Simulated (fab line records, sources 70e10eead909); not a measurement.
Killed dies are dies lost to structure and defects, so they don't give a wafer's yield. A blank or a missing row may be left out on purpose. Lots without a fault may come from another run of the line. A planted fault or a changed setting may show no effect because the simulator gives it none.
Which tool did it? | flow nand_harc | 7 lots, 20 wafers sampled, at 2 steps of a route of 1302

WHAT THE GAUGES READ, wafer by wafer
NHARC_A_DECK1_JOINT_INSPECT_05.
lot  | measured     | on                | raw_defect_count
L983 | day 14 13:37 | defect_inspect-01 | 486 333 638
L989 | day 16 18:26 | defect_inspect-02 | 699 931
L993 | day 18 12:35 | defect_inspect-02 | 262 305 367
L994 | day 19 09:20 | defect_inspect-01 | 253 271 146
L996 | day 20 04:28 | defect_inspect-01 | 167 291 178
L999 | day 21 04:32 | defect_inspect-01 | 283 599 316
L101 | day 21 22:02 | defect_inspect-02 | 226 339 248

WHICH TOOL RAN EACH LOT (tool, then ch and the chambers of the sampled wafers, then the start)
lot  | NHARC_A_DECK1_JOINT_CMP_13
L983 | cmp-02 ch 0,2,3, day 13 14:14
L989 | cmp-03 ch 2,3, day 15 17:25
L993 | cmp-03 ch 1,2, day 17 11:02
L994 | cmp-02 ch 0,1, day 18 07:32
L996 | cmp-04 ch 0,1, day 19 06:27
L999 | cmp-04 ch 0,3, day 20 03:47
L101 | cmp-02 ch 0,1,2, day 21 01:08
- NHARC_A_DECK1_JOINT_CMP_13: polishes, target thk 51.023 nm.

THE ANSWER, worked out from the rows above alone
Rule: what is usual is taken from the lots themselves. Put in order of their means at a reading, lots are off if they are a third of the lots or fewer, leave a main group of 4 or more, and stand apart from it by a gap of 3 or more times the standard deviation of the main group's means; of several such gaps the widest counts. A main group whose means are all the same, to the digits that the tables above print for the reading, isn't used. A lot without any number at a reading at which 4 lots or more have one is off too. The other lots that the step has rows for count as sound.
Off: L989, at NHARC_A_DECK1_JOINT_INSPECT_05 (raw_defect_count). The main group: mean 317, standard deviation 98.
A tool fits if, at a process step before that reading, it ran every lot that is off, and no sound lot after the first of them. The gauges at NHARC_A_DECK1_JOINT_INSPECT_05 are tried like those tools. None of those tried fits.

WHAT THE SIMULATOR HAD PUT IN
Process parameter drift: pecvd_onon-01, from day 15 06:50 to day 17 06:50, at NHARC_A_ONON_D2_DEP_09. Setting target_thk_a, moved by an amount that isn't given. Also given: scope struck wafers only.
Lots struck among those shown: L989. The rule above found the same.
